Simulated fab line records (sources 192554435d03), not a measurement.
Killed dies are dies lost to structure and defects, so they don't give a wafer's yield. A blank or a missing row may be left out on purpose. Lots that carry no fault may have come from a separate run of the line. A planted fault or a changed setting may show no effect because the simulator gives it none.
Lot-split experiment :: flow n5Finfet :: route with 1938 steps; 7 lots, 21 wafers read

== THE SPLIT ITSELF ==
At N5_BEOL_M10_ETCH_62 (etches SOC in N2/H2, target depth 110 nm, overetch 22 nm, time 165 s), the setting timeS was moved away from the recipe's 165 s on 5 of the 21 wafers read, by -18.5% to +19.2%. The other wafers ran this setting at the recipe's value.

The reading comes from the split's own step.

== THE READING ==
SiARC_of_BEOL_M10_COAT_60.thkNm (the simulator's own value, which no gauge read), in nm, at N5_BEOL_M10_ETCH_62 (etches SOC in N2/H2, target depth 110 nm, overetch 22 nm, time 165 s). The file does not state a usual value for it. The 16 wafers here that ran the recipe average 23.7 nm, standard deviation 0.19 nm.

wafer: L075.2
tool, chamber at the split: rieDiel-03, 0
timeS as run, s: 165
against the recipe: recipe
SiARC_of_BEOL_M10_COAT_60.thkNm, nm: 23.4
against lot-mates on the recipe: -

wafer: L075.4
tool, chamber at the split: rieDiel-03, 1
timeS as run, s: 165
against the recipe: recipe
SiARC_of_BEOL_M10_COAT_60.thkNm, nm: 23.6
against lot-mates on the recipe: -

wafer: L075.6
tool, chamber at the split: rieDiel-03, 0
timeS as run, s: 147.9
against the recipe: -10.4%
SiARC_of_BEOL_M10_COAT_60.thkNm, nm: 24.2
against lot-mates on the recipe: +0.7

wafer: L078.2
tool, chamber at the split: rieDiel-03, 2
timeS as run, s: 165
against the recipe: recipe
SiARC_of_BEOL_M10_COAT_60.thkNm, nm: 23.6
against lot-mates on the recipe: -

wafer: L078.4
tool, chamber at the split: rieDiel-03, 3
timeS as run, s: 191
against the recipe: +15.8%
SiARC_of_BEOL_M10_COAT_60.thkNm, nm: 22.2
against lot-mates on the recipe: -1.5

wafer: L078.6
tool, chamber at the split: rieDiel-03, 1
timeS as run, s: 165
against the recipe: recipe
SiARC_of_BEOL_M10_COAT_60.thkNm, nm: 23.8
against lot-mates on the recipe: -

wafer: L080.3
tool, chamber at the split: rieDiel-05, 3,1
timeS as run, s: 165
against the recipe: recipe
SiARC_of_BEOL_M10_COAT_60.thkNm, nm: 23.6
against lot-mates on the recipe: -

wafer: L080.4
tool, chamber at the split: rieDiel-05, 3,1
timeS as run, s: 165
against the recipe: recipe
SiARC_of_BEOL_M10_COAT_60.thkNm, nm: 23.6
against lot-mates on the recipe: -

wafer: L080.6
tool, chamber at the split: rieDiel-05, 1
timeS as run, s: 165
against the recipe: recipe
SiARC_of_BEOL_M10_COAT_60.thkNm, nm: 23.8
against lot-mates on the recipe: -

wafer: L076.3
tool, chamber at the split: rieDiel-03, 3
timeS as run, s: 165
against the recipe: recipe
SiARC_of_BEOL_M10_COAT_60.thkNm, nm: 23.4
against lot-mates on the recipe: -

wafer: L076.4
tool, chamber at the split: rieDiel-03, 1
timeS as run, s: 165
against the recipe: recipe
SiARC_of_BEOL_M10_COAT_60.thkNm, nm: 23.8
against lot-mates on the recipe: -

wafer: L076.6
tool, chamber at the split: rieDiel-03, 3
timeS as run, s: 134.5
against the recipe: -18.5%
SiARC_of_BEOL_M10_COAT_60.thkNm, nm: 24.6
against lot-mates on the recipe: +1.0

wafer: L090.2
tool, chamber at the split: rieDiel-03, 3
timeS as run, s: 165
against the recipe: recipe
SiARC_of_BEOL_M10_COAT_60.thkNm, nm: 23.4
against lot-mates on the recipe: -

wafer: L090.3
tool, chamber at the split: rieDiel-03, 0
timeS as run, s: 196.6
against the recipe: +19.2%
SiARC_of_BEOL_M10_COAT_60.thkNm, nm: 22.4
against lot-mates on the recipe: -1.1

wafer: L090.6
tool, chamber at the split: rieDiel-03, 2
timeS as run, s: 165
against the recipe: recipe
SiARC_of_BEOL_M10_COAT_60.thkNm, nm: 23.6
against lot-mates on the recipe: -

wafer: L091.2
tool, chamber at the split: rieDiel-05, 3,1
timeS as run, s: 165
against the recipe: recipe
SiARC_of_BEOL_M10_COAT_60.thkNm, nm: 23.6
against lot-mates on the recipe: -

wafer: L091.3
tool, chamber at the split: rieDiel-05, 3,1
timeS as run, s: 165
against the recipe: recipe
SiARC_of_BEOL_M10_COAT_60.thkNm, nm: 23.6
against lot-mates on the recipe: -

wafer: L091.5
tool, chamber at the split: rieDiel-05, 0
timeS as run, s: 165
against the recipe: recipe
SiARC_of_BEOL_M10_COAT_60.thkNm, nm: 23.8
against lot-mates on the recipe: -

wafer: L088.2
tool, chamber at the split: rieDiel-01, 2
timeS as run, s: 195.2
against the recipe: +18.3%
SiARC_of_BEOL_M10_COAT_60.thkNm, nm: 22.2
against lot-mates on the recipe: -1.7

wafer: L088.5
tool, chamber at the split: rieDiel-01, 0
timeS as run, s: 165
against the recipe: recipe
SiARC_of_BEOL_M10_COAT_60.thkNm, nm: 24.2
against lot-mates on the recipe: -

wafer: L088.6
tool, chamber at the split: rieDiel-01, 3
timeS as run, s: 165
against the recipe: recipe
SiARC_of_BEOL_M10_COAT_60.thkNm, nm: 23.6
against lot-mates on the recipe: -
When a row names more than one chamber, that row covers several wafers, and the file does not tell which wafer ran in which chamber.

THE FIT
A straight line over all 21 wafers: SiARC_of_BEOL_M10_COAT_60.thkNm changes by -0.0682 nm for each +1% of timeS; r = -0.94; the points scatter about the line by 0.21 nm.
The same after taking each lot's own level away (the mean of its wafers on the recipe; 21 wafers): -0.0719 nm for each +1%; r = -0.95; scatter 0.21 nm.
That fit puts the effect of the largest move of timeS on the reading at 1.4 nm.
The lots' own levels span 23.50 to 23.90 nm, that is 2.1 times the standard deviation above.
Consequently the slope shifts little with the lot-to-lot level, the two slopes agreeing.
Check: with one of the wafers moved furthest among these (+19.2%) left out of the fit, the line predicts -1.54 nm for it against its lot-mates. Against them it came out at -1.1 nm.

== OTHER SPLITS ON THESE WAFERS ==
Before the reading, these wafers also passed through other splits. Each is held against what the fit with the lots' levels taken away leaves over:
other split on the same wafers: N5_BEOL_M7_EXPOSE_08 doseMj
wafers away from the commonest value: 6
r with SiARC_of_BEOL_M10_COAT_60.thkNm (lot level and that fit taken away): -0.16

other split on the same wafers: N5_BEOL_M7_STRIP_19 pressureMtorr
wafers away from the commonest value: 9
r with SiARC_of_BEOL_M10_COAT_60.thkNm (lot level and that fit taken away): -0.03

other split on the same wafers: N5_BEOL_M8_ETCH_62 biasW
wafers away from the commonest value: 8
r with SiARC_of_BEOL_M10_COAT_60.thkNm (lot level and that fit taken away): -0.45

other split on the same wafers: N5_BEOL_M8_COAT_22 spinRpm
wafers away from the commonest value: 5
r with SiARC_of_BEOL_M10_COAT_60.thkNm (lot level and that fit taken away): +0.26

other split on the same wafers: N5_BEOL_M8_DEP_56 timeS
wafers away from the commonest value: 4
r with SiARC_of_BEOL_M10_COAT_60.thkNm (lot level and that fit taken away): +0.13

== THE WHOLE CHAIN: every reading that the file lists as answering this split, in the file's order ==
step: N5_BEOL_M10_ETCH_62
what it does: etches SOC in N2/H2, target depth 110 nm, overetch 22 nm, time 165 s
reading: SiARC_of_BEOL_M10_COAT_60.thkNm (the simulator's own value, which no gauge read)
change (the file's fit): -0.0726 nm for each +1% of the setting
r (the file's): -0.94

step: N5_BEOL_M10_HM_OPEN_17
what it does: chemistry Cl2/BCl3, target TiN, target depth 20 nm, overetch 6 nm
reading: etch.depthNm (the simulator's own value, which no gauge read)
change (the file's fit): not straight: 19.7 at the lowest setting, 19.84 at the recipe, 16.68 at the highest
r (the file's): not given

== THE FILE'S OWN FIT ==
SiARC_of_BEOL_M10_COAT_60.thkNm changes by -0.0726 nm for each +1% of timeS, r = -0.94.
